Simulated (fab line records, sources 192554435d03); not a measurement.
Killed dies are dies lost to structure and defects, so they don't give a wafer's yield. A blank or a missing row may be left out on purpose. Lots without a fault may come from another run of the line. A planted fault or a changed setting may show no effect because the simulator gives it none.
A struck lot beside a sound one | flow n5_finfet | 19 steps out of a route of 1938
Sound: wafers L979.4, L979.5, L979.6. Struck: wafers L981.1, L981.3, L981.4. The cause comes at the end.
At each step with rows: each side's tool, then ch and its chambers, then its first start. Under that, the readings that differ: sound wafers | struck wafers | difference of the means | sigmas: that difference in standard deviations of wafers without a fault.
alike: readings whose means differ by less than 2 such deviations, and words and numbers that are the same on both sides. not compared: withheld readings, readings that some wafer has no value for, bounds like >300 that may hide the same value, and numbers for which the record gives no deviation and whose values overlap.
The two part at a step that has a row with sigmas, a row that says differs or no value, or rows on one side only. Numbers that don't overlap but have no deviation are shown without sigmas and don't part them. A reading that every wafer of one side lacks parts them only if that side has two wafers or more.

first, 7 steps without rows for these wafers: N5_BEOL_M7_COAT_60 (time 60 s, resist thk 35 nm); N5_BEOL_M7_COAT_05 (resist thk 90 nm); N5_BEOL_M7_EBR_07; N5_BEOL_M7_SOFTBAKE_06 (time 60 s); N5_BEOL_M7_EXPOSE_08 (exposes mask M7); N5_BEOL_M7_PEB_09 (peb time 60 s); N5_BEOL_M7_DEVELOP_10 (develop time 30 s).
N5_BEOL_M7_CD_MEAS_11: target cd 38.5 nm.
  sound on cd_sem-01 ch 0, day 8 20:07; struck on cd_sem-03 ch 0, day 9 12:37
  alike: cd_nm
N5_BEOL_M7_OVL_MEAS_12:
  sound on overlay-02 ch 0, day 8 20:08; struck on overlay-01 ch 0, day 9 12:39
  alike: M7_OVL
N5_BEOL_M7_INSPECT_13: inspects for defects (brightfield).
  sound on defect_inspect-01, day 8 20:10; struck on defect_inspect-02, day 9 12:40
  alike: raw_defect_count
N5_BEOL_M7_DESCUM_16: chemistry O2, time 7.9 s.
  sound on rie_diel-06 ch 2,3, day 8 20:11; struck on rie_diel-06 ch 0,1,2, day 9 12:43
  alike: drypump_motor_current_A, oes_product_au, rf_vpp_V, showerhead_plenum_p_Torr, throttle_valve_pct
  not compared: rf_hours_counter_h
N5_BEOL_M7_ETCH_61: etches SiARC in CF4, target depth 45.5 nm, time 75.8 s.
  sound on rie_diel-06 ch 2,3, day 8 20:14; struck on rie_diel-06 ch 0,1,2, day 9 12:44
  alike: bias_w, cf4_flow_sccm, drypump_motor_current_A, etch_rf_on_time_s, oes_product_au, rf_vpp_V, showerhead_plenum_p_Torr, throttle_valve_pct
  not compared: rf_hours_counter_h
N5_BEOL_M7_ETCH_62: etches SOC in N2/H2, target depth 110 nm, overetch 22 nm, time 165 s.
  sound on rie_diel-06 ch 2,3, day 8 20:17; struck on rie_diel-06 ch 0,1,2, day 9 12:48
  no value came back on the struck wafers for any of 7 readings (bias_w (W), chamber_pressure_mTorr (mTorr) and others); on the sound wafers bias_w (W) reads 151.1 150.5 149.9
  reading                                      | sound          | struck     | difference | sigmas
  model.CAR-ArF_of_BEOL_M7_COAT_05.thk_nm (nm) | 0 0 0          | 51.2 51 51 | +51.1      |
  model.SiARC_of_BEOL_M7_COAT_60.thk_nm (nm)   | 28.8 28.6 28.4 | 35 35 35   | +6         |
  not compared: rf_hours_counter_h
then, 1 step without rows for these wafers: N5_BEOL_M7_STRIP_68 (strips in N2/H2).
N5_BEOL_M7_STRIP_67: strips in CF4.
  sound on rie_diel-06 ch 2,3, day 8 20:26; struck on rie_diel-06 ch 0,1,2, day 9 12:56
  alike: drypump_motor_current_A, oes_product_au, rf_vpp_V, showerhead_plenum_p_Torr, throttle_valve_pct
  not compared: rf_hours_counter_h
N5_BEOL_M7_HM_OPEN_17: chemistry Cl2/BCl3, target TiN, target depth 20 nm, overetch 6 nm.
  sound on rie_metal-03 ch 0,1, day 8 20:30; struck on rie_metal-01 ch 0,1, day 9 12:59
  reading               | sound          | struck         | difference | sigmas
  oes_product_au (a.u.) | 0.78 0.69 0.78 | 0.32 0.31 0.25 | -0.46      | -7
  alike: drypump_motor_current_A, oes_ar_750_au, throttle_valve_pct
  not compared: rf_hours_counter_h
N5_BEOL_M7_STRIP_19: strips in O2.
  sound on rie_diel-06 ch 0,1,2, day 8 20:35; struck on rie_diel-05 ch 0,1,2, day 9 13:10
  alike: drypump_motor_current_A, oes_product_au, rf_vpp_V, showerhead_plenum_p_Torr, throttle_valve_pct
  not compared: rf_hours_counter_h
N5_BEOL_M7_CD_MEAS_18: pitch 80 nm, target cd 40 nm.
  sound on cd_sem-03, day 8 20:40; struck on cd_sem-02, day 9 13:14
  reading    | sound          | struck | difference                    | sigmas
  cd_nm (nm) | 39.1 40.2 40.4 | - - -  | no value on the struck wafers |
then, 1 step without rows for these wafers: N5_BEOL_M7_COAT_63 (time 60 s, resist thk 60 nm).

WHERE THEY PART
First at N5_BEOL_M7_ETCH_62; last, within this record, at N5_BEOL_M7_CD_MEAS_18.

WHY: what the simulator had put in
Skipped step whole: rie_diel-06, from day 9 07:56 on, at N5_BEOL_M7_ETCH_62. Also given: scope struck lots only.
